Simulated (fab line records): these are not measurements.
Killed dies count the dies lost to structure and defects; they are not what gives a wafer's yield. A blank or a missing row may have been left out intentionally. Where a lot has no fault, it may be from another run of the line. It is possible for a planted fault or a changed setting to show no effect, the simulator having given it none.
Commonality check across tools	flow nand harc	12 lots and 36 wafers in the sample

== REASON IT WAS OPENED ==
On 1 of the 12 lots, a flag is raised at NHARC_P_ZERO_WELL_CD_MEAS_52 on the reading cd nm. Wafers without a fault read 1999.6 nm, standard deviation 2.1.
Rule: flag the lot when none of its wafers has a number, or when each of its wafers that has one lies beyond 4 standard deviations from that mean. The rest of the lots are taken to be sound.

lot	measured	on	cd nm (nm), wafer by wafer	flag
L293	day 2 01:55	cd sem-01	1998.3 2000.9 1996.8	
L294	day 2 14:29	cd sem-02	2001.7 2000.8 2002.2	
L295	day 2 21:36	cd sem-01	2000.0 1998.4 1996.6	
L299	day 4 13:37	cd sem-02	1883.1 1884.5 1885.5	FLAGGED
L307	day 7 21:32	cd sem-01	2003.1 2000.4 1998.3	
L308	day 8 07:43	cd sem-02	1997.9 1999.5 1999.3	
L309	day 8 17:44	cd sem-01	2000.5 1999.2 1998.1	
L311	day 9 13:47	cd sem-02	2001.6 1999.2 2002.4	
L313	day 10 09:45	cd sem-02	1999.7 2002.0 1996.9	
L314	day 10 19:46	cd sem-03	2001.8 2000.8 1997.6	
L315	day 11 05:46	cd sem-02	2001.0 2000.9 1997.6	
L316	day 11 15:46	cd sem-02	1999.5 2002.2 1999.3	
The mean of the flagged lots' numbers is 1884.4 nm, -115.2 nm from the usual (-55 standard deviations).

== WHICH TOOL EACH LOT WENT THROUGH ==
The record holds 1 process step before the reading, out of a route of 1302 steps. Read each cell as the tool, then ch plus the chambers that the sampled wafers visited, then the start.
lot	flag	NHARC_P_ZERO_WELL_EXPOSE_49
L293		krf scanner-03 ch 0, day 2 01:45
L294		krf scanner-04 ch 0, day 2 14:20
L295		krf scanner-02 ch 0, day 2 21:26
L299	FLAGGED	krf scanner-02 ch 0, day 4 13:27
L307		krf scanner-03 ch 0, day 7 21:22
L308		krf scanner-02 ch 0, day 8 07:33
L309		krf scanner-02 ch 0, day 8 17:35
L311		krf scanner-02 ch 0, day 9 13:38
L313		krf scanner-02 ch 0, day 10 09:36
L314		krf scanner-03 ch 0, day 10 19:37
L315		krf scanner-02 ch 0, day 11 05:37
L316		krf scanner-02 ch 0, day 11 15:36
What these steps do:
- NHARC_P_ZERO_WELL_EXPOSE_49: exposes mask P HVPW, target cd 2000 nm.
- NHARC_P_ZERO_WELL_CD_MEAS_52: target cd 2000 nm.

== FLAGGED OVER TOTAL, TOOL BY TOOL (the gauges that took the reading come last) ==
step	tool	lots run	flagged	share of the flagged lots	sound lots run after its first flagged lot
NHARC_P_ZERO_WELL_EXPOSE_49	krf scanner-02	8	1	all	6 (L308,L309,L311,L313,L315,L316)
NHARC_P_ZERO_WELL_EXPOSE_49	krf scanner-03	3	0	none	-
NHARC_P_ZERO_WELL_EXPOSE_49	krf scanner-04	1	0	none	-
NHARC_P_ZERO_WELL_CD_MEAS_52	cd sem-01	4	0	none	-
NHARC_P_ZERO_WELL_CD_MEAS_52	cd sem-02	7	1	all	5 (L308,L311,L313,L315,L316)
NHARC_P_ZERO_WELL_CD_MEAS_52	cd sem-03	1	0	none	-

== WHAT IS ALLOWED BY THE TABLE ==
krf scanner-02 at NHARC_P_ZERO_WELL_EXPOSE_49 and cd sem-02 at NHARC_P_ZERO_WELL_CD_MEAS_52 are the 2 rows of the table that ran each flagged lot.
- krf scanner-02 at NHARC_P_ZERO_WELL_EXPOSE_49: 1 of its 8 lots flagged. Sound lots ran on it after the first flagged one (L308, L309, L311, L313, L315, L316), which a lasting fault on the whole tool wouldn't allow.
- cd sem-02 at NHARC_P_ZERO_WELL_CD_MEAS_52: 1 of its 7 lots flagged. Sound lots ran on it after the first flagged one (L308, L311, L313, L315, L316), which a lasting fault on the whole tool wouldn't allow.
There is no row in the table that ran each flagged lot and no sound lot after the first.

== WHAT WAS PUT IN BY THE SIMULATOR ==
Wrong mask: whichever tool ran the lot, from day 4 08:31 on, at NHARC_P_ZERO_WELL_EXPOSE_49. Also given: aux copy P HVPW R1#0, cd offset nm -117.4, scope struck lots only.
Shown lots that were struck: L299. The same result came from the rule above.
